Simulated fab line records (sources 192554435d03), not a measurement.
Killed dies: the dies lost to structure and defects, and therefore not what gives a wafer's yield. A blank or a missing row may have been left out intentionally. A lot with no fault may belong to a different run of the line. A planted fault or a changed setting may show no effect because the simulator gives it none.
Which tool did it? ; flow n5-finfet ; 9 lots, 27 wafers sampled, at 6 steps of a route of 1938

WHAT EACH GAUGE READ, for each wafer
N5_SD_EPI_P_INSPECT_26: inspects for defects (darkfield). Usual: 177 for raw-defect-count, sd 34.
lot;measured;on;raw-defect-count;flag
L347;day 3 09:52;defect-inspect-02;176 165 137;
L348;day 3 15:37;defect-inspect-01;174 209 174;
L352;day 4 16:32;defect-inspect-02;248 171 167;
L355;day 5 09:37;defect-inspect-01;178 172 216;
L356;day 5 18:02;defect-inspect-02;176 179 207;
L364;day 7 17:08;defect-inspect-02;656 589 597;OFF
L365;day 7 22:26;defect-inspect-01;505 550 583;OFF
L368;day 8 15:12;defect-inspect-01;196 122 162;
L369;day 8 23:13;defect-inspect-01;128 141 122;

N5_BEOL_M4_RC_MEAS_101. Usual: DIBL_N 36.5 mV/V, standard deviation 1.4; DIBL_P 36.5 mV/V, standard deviation 1.6; IOFF_N 0.163 nA/um, standard deviation 0.022; IOFF_P 0.219 nA/um, standard deviation 0.029; ION_N 675 uA/um, standard deviation 8.3; ION_P 464 uA/um, standard deviation 6.2; SS_N 71.5 mV/dec, standard deviation 0.52; SS_P 73.4 mV/dec, standard deviation 0.57; VT_N 249.7 mV, standard deviation 2.6; VT_P -250 mV, standard deviation 3.
lot;measured;on;DIBL_N (mV/V);DIBL_P (mV/V);IOFF_N (nA/um);IOFF_P (nA/um);ION_N (uA/um);ION_P (uA/um);SS_N (mV/dec);SS_P (mV/dec);VT_N (mV);VT_P (mV);flag
L347;day 7 20:59;prober-02;35.8 38.3 36.7;35.3 37.5 37.0;0.140 0.177 0.152;0.185 0.224 0.201;661 671 670;459 462 465;71.2 72.1 71.2;72.5 73.1 72.9;250.8 248.6 249.0;-250 -247 -249;
L348;day 8 03:10;prober-01;38.3 36.7 36.8;37.0 34.9 34.5;0.170 0.139 0.136;0.252 0.215 0.199;673 661 669;472 462 468;71.9 71.2 70.9;73.3 73.9 73.2;252.2 254.3 253.8;-249 -248 -249;
L352;day 9 09:45;prober-02;35.2 37.9 36.1;34.1 36.5 35.4;0.142 0.191 0.153;0.178 0.215 0.193;667 691 671;462 463 459;71.2 72.1 71.2;73.3 73.6 73.2;253.4 248.8 251.1;-255 -253 -253;
L355;day 9 22:42;prober-01;33.8 36.2 35.3;32.7 35.5 34.8;0.120 0.155 0.140;0.196 0.244 0.230;666 671 676;468 464 472;71.6 71.3 71.5;72.4 73.1 72.8;251.9 249.2 250.8;-247 -247 -248;
L356;day 11 00:24;prober-02;38.6 36.2 37.8;37.9 34.9 37.6;0.185 0.140 0.179;0.256 0.201 0.246;682 674 683;467 464 475;72.0 71.2 71.0;74.1 73.1 73.8;248.0 251.5 251.6;-250 -250 -249;
L364;day 12 07:55;prober-02;37.0 37.5 37.3;38.0 37.7 37.9;0.185 0.187 0.180;0.256 0.247 0.249;686 677 680;470 460 467;71.1 72.3 71.8;73.8 73.7 73.4;248.4 250.2 248.8;-249 -247 -246;
L365;day 12 19:00;prober-01;37.9 38.4 39.1;38.8 39.5 39.8;0.177 0.187 0.197;0.227 0.243 0.247;684 682 685;464 465 468;71.6 71.8 71.8;73.8 74.3 74.1;247.7 247.3 247.4;-250 -249 -246;
L368;day 13 10:22;prober-01;35.9 34.6 36.0;37.2 35.2 37.6;0.158 0.136 0.166;0.203 0.166 0.203;675 668 682;467 458 463;71.4 70.9 71.8;73.2 73.3 73.5;251.6 251.9 249.8;-253 -258 -252;
L369;day 13 22:22;prober-02;35.7 33.3 35.0;37.9 34.6 36.6;0.170 0.127 0.151;0.230 0.184 0.217;681 675 675;472 467 465;72.5 71.0 71.1;73.4 72.6 73.3;250.1 252.1 250.0;-248 -251 -249;

EACH LOT AND THE TOOL THAT RAN IT (in order: tool; ch and the chambers of the sampled wafers; start)
lot;N5_SD_EPI_P_ETCH_36;N5_SD_EPI_P_SD_RECESS_17;N5_SD_ACTIVATION_RTA_00;N5_ILD0_CMP_12
L347;rie-diel-04 ch 1,3, day 3 05:21;rie-si-02 ch 2,3, day 3 06:00;rtp-anneal-01 ch 0, day 3 10:12;cmp-03 ch 0,2,3, day 3 17:41
L348;rie-diel-03 ch 0,1,3, day 3 11:56;rie-si-05 ch 0,2,3, day 3 12:35;rtp-anneal-02 ch 0, day 3 15:39;cmp-03 ch 1,2,3, day 3 22:27
L352;rie-diel-03 ch 1,2,3, day 4 12:51;rie-si-05 ch 0,1, day 4 13:30;rtp-anneal-02 ch 0, day 4 16:38;cmp-03 ch 1,3, day 5 00:56
L355;rie-diel-06 ch 0,1,2, day 5 05:54;rie-si-02 ch 0,1,3, day 5 06:34;rtp-anneal-02 ch 0, day 5 09:38;cmp-03 ch 1,2,3, day 5 17:02
L356;rie-diel-06 ch 0,1,2, day 5 14:21;rie-si-05 ch 0,1,3, day 5 15:00;rtp-anneal-02 ch 0, day 5 18:11;cmp-01 ch 2,3, day 6 01:19
L364;rie-diel-04 ch 0,1,2, day 7 12:02;rie-si-05 ch 2,3, day 7 12:41;rtp-anneal-02 ch 0, day 7 18:07;cmp-03 ch 0,1,3, day 8 00:56
L365;rie-diel-06 ch 0,3, day 7 17:55;rie-si-05 ch 0,2, day 7 18:34;rtp-anneal-02 ch 0, day 7 22:38;cmp-02 ch 0,2, day 8 05:32
L368;rie-diel-04 ch 1,2,3, day 8 11:25;rie-si-02 ch 0,3, day 8 12:04;rtp-anneal-02 ch 0, day 8 15:16;cmp-01 ch 0,1,2, day 8 22:28
L369;rie-diel-03 ch 0,2,3, day 8 18:40;rie-si-02 ch 0,2,3, day 8 19:19;rtp-anneal-01 ch 0, day 8 23:25;cmp-02 ch 0,2,3, day 9 06:19
- N5_SD_EPI_P_ETCH_36: etches SiARC in CF4, target depth 45.5 nm, time 75.8 s.
- N5_SD_EPI_P_SD_RECESS_17: chemistry HBr/Cl2/O2, target depth 39.1 nm, bt time 3 s.
- N5_SD_ACTIVATION_RTA_00: time 0 s.
- N5_ILD0_CMP_12: polishes SiNx, stops on poly-Si, t overpolish 6 s, target thk 17.67 nm.

WHAT THE TOOLS THEMSELVES READ (means of the sampled wafers that have a number; where no wafer has one, the mark that the record gives instead)
N5_SD_EPI_P_ETCH_36. Usual: value, then standard deviation, for each; drypump-motor-current-A 5.8 A / 0.34; etch-rf-on-time-s 75.7 s / 1; mfc-ar-sccm 100.01 sccm / 0.29; oes-product-au 0.67 a.u. / 0.077; rf-vpp-V 184.3 V / 1; showerhead-plenum-p-Torr 2.16 Torr / 0.056; throttle-valve-pct 15.6 % / 0.32.
lot;tool;drypump-motor-current-A (A);etch-rf-on-time-s (s);mfc-ar-sccm (sccm);oes-product-au (a.u.);rf-vpp-V (V);showerhead-plenum-p-Torr (Torr);throttle-valve-pct (%);flag
L347;rie-diel-04;5.4;75.1;99.92;0.68;184.6;2.19;15.6;
L348;rie-diel-03;6.0;75.1;100.06;0.72;184.2;2.19;15.5;
L352;rie-diel-03;6.2;76.7;99.91;0.64;184.3;2.20;15.8;
L355;rie-diel-06;5.6;76.4;100.21;0.65;184.0;2.17;15.8;
L356;rie-diel-06;5.6;76.0;99.64;0.64;184.3;2.16;15.8;
L364;rie-diel-04;5.8;75.2;100.05;0.63;184.4;2.13;15.8;
L365;rie-diel-06;5.7;75.4;99.83;0.67;185.0;2.20;15.5;
L368;rie-diel-04;5.6;75.6;100.10;0.66;184.5;2.15;15.6;
L369;rie-diel-03;6.1;75.0;99.89;0.73;184.2;2.14;15.3;

N5_SD_EPI_P_SD_RECESS_17. Usual: drypump-motor-current-A 5.7 A, standard deviation 0.42; oes-product-au 1.003 a.u., standard deviation 0.017; throttle-valve-pct 37.10 %, standard deviation 0.21.
lot;tool;drypump-motor-current-A (A);oes-product-au (a.u.);throttle-valve-pct (%);flag
L347;rie-si-02;5.4;1.014;36.95;
L348;rie-si-05;5.8;1.006;37.20;
L352;rie-si-05;6.2;1.009;37.31;
L355;rie-si-02;5.6;0.994;37.02;
L356;rie-si-05;5.8;1.005;37.22;
L364;rie-si-05;5.6;1.011;37.13;
L365;rie-si-05;6.2;0.999;37.27;
L368;rie-si-02;5.2;1.016;36.98;
L369;rie-si-02;5.4;1.003;37.07;

N5_SD_ACTIVATION_RTA_00. Usual: lamp-power-pct 8.95 %, standard deviation 0.056; wafer_temp_C_max 974.7, standard deviation 1.8.
lot;tool;lamp-power-pct (%);wafer_temp_C_max;flag
L347;rtp-anneal-01;9.01;973.9;
L348;rtp-anneal-02;8.96;976.0;
L352;rtp-anneal-02;8.94;974.0;
L355;rtp-anneal-02;8.99;975.5;
L356;rtp-anneal-02;8.94;975.8;
L364;rtp-anneal-02;8.96;973.0;
L365;rtp-anneal-02;8.97;975.9;
L368;rtp-anneal-02;8.94;977.5;
L369;rtp-anneal-01;8.95;975.0;

N5_ILD0_CMP_12. Usual: motor-current-A 9.0 A, standard deviation 1.2; overpolish-run-s 6.000 s, standard deviation 0.0087; slurry-filter-dp-kPa 13.49 kPa, standard deviation 0.13; time-to-endpoint-s 28.2 s, standard deviation 2.2.
lot;tool;motor-current-A (A);overpolish-run-s (s);slurry-filter-dp-kPa (kPa);time-to-endpoint-s (s);flag
L347;cmp-03;10.3;6.001;13.53;30.4;
L348;cmp-03;9.9;6.006;13.47;30.4;
L352;cmp-03;10.3;5.999;13.40;26.9;
L355;cmp-03;9.6;6.005;13.39;28.3;
L356;cmp-01;8.1;5.999;13.62;29.9;
L364;cmp-03;9.6;5.996;13.55;28.2;
L365;cmp-02;8.2;5.996;13.53;25.9;
L368;cmp-01;8.6;5.999;13.52;27.7;
L369;cmp-02;8.2;6.000;13.38;24.9;

THE ANSWER, worked out from the rows above alone
Rule: lot off if the mean of its wafers having a number is beyond 3 standard deviations from the usual mean. Also off: a lot with no number at a reading for which 4 or more lots have one. Any other lot the step has rows for is counted as sound. Order of review: gauges by route order, followed by the tools' own readings, for which a lot's mean as printed above is used. The first step at which some lot is off is used, and at that step the reading that is off furthest; a lot without a number counts as furthest.
Off, at N5_SD_EPI_P_INSPECT_26 on raw-defect-count: L364, L365.
A tool fits if, at a process step before that reading, it ran every lot that is off, and no sound lot after the first of them. Gauges at N5_SD_EPI_P_INSPECT_26: tried the same way as those tools. One fits: rie-si-05 at N5_SD_EPI_P_SD_RECESS_17. Its last sound lot is L356 (day 5 15:00), its first lot that is off L364 (day 7 12:41): a fault that began between those two fits.

WHAT THE SIMULATOR PUT IN
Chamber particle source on rie-si-05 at N5_SD_EPI_P_SD_RECESS_17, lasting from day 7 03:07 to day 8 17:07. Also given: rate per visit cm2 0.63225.
Struck lots among those shown: L364, L365. This agrees with what the rule above found.
